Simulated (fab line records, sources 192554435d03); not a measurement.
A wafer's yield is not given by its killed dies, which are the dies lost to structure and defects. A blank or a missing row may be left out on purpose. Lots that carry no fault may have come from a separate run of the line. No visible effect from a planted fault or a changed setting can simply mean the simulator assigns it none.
Matching of chambers -- flow n5_finfet -- 4 sister chambers for N5_BEOL_M3_VIA_ETCH_34 on rie_diel-03
The step etches the open film in C4F6/O2, target depth 69.4 nm, time 65.9 s. 8 wafers are shown with their chamber, then 10 later ones without.

WAFERS PAIRED WITH THEIR CHAMBERS
wafer,chamber,showerhead_plenum_p_Torr (Torr),throttle_valve_pct (%)
L083.5,2,3.00,30.55
L085.3,3,2.89,30.60
L085.5,2,3.00,30.55
L085.6,3,2.89,30.61
L086.5,1,2.92,30.70
L086.6,0,2.79,30.25
L088.2,0,2.78,30.26
L088.5,1,2.92,30.71

WAFERS MISSING THEIR CHAMBER
wafer,showerhead_plenum_p_Torr (Torr),throttle_valve_pct (%)
L088.6,2.78,30.24
L089.1,2.92,30.70
L089.4,2.78,30.24
L089.6,3.00,30.54
L087.1,2.78,30.27
L087.2,3.00,30.57
L087.3,2.92,30.71
L095.2,2.99,30.57
L095.4,2.88,30.62
L095.5,2.91,30.73

THE CHAMBER EACH PASSED THROUGH
wafer,from the rows above,in truth
L088.6,0,0
L089.1,1,1
L089.4,0,0
L089.6,2,2
L087.1,0,0
L087.2,2,2
L087.3,1,1
L095.2,2,2
L095.4,3,3
L095.5,1,1
Correct placement for 10 of the 10. Number that these rows cannot place: 0. Number placed wrongly: 0.
How it was worked out, from the rows above alone: a wafer's distance from a chamber is the root of the sum, over the readings, of the square of ((its reading less the chamber's mean) divided by the reading's scatter). The wafer belongs to the nearest chamber; if the next one is less than 2 further off, it can't be placed. A chamber's mean is the mean of its shown wafers. The scatter: take each reading less its chamber's mean, square it, sum over the shown wafers, divide by the number of wafers less the number of chambers, and take the root.
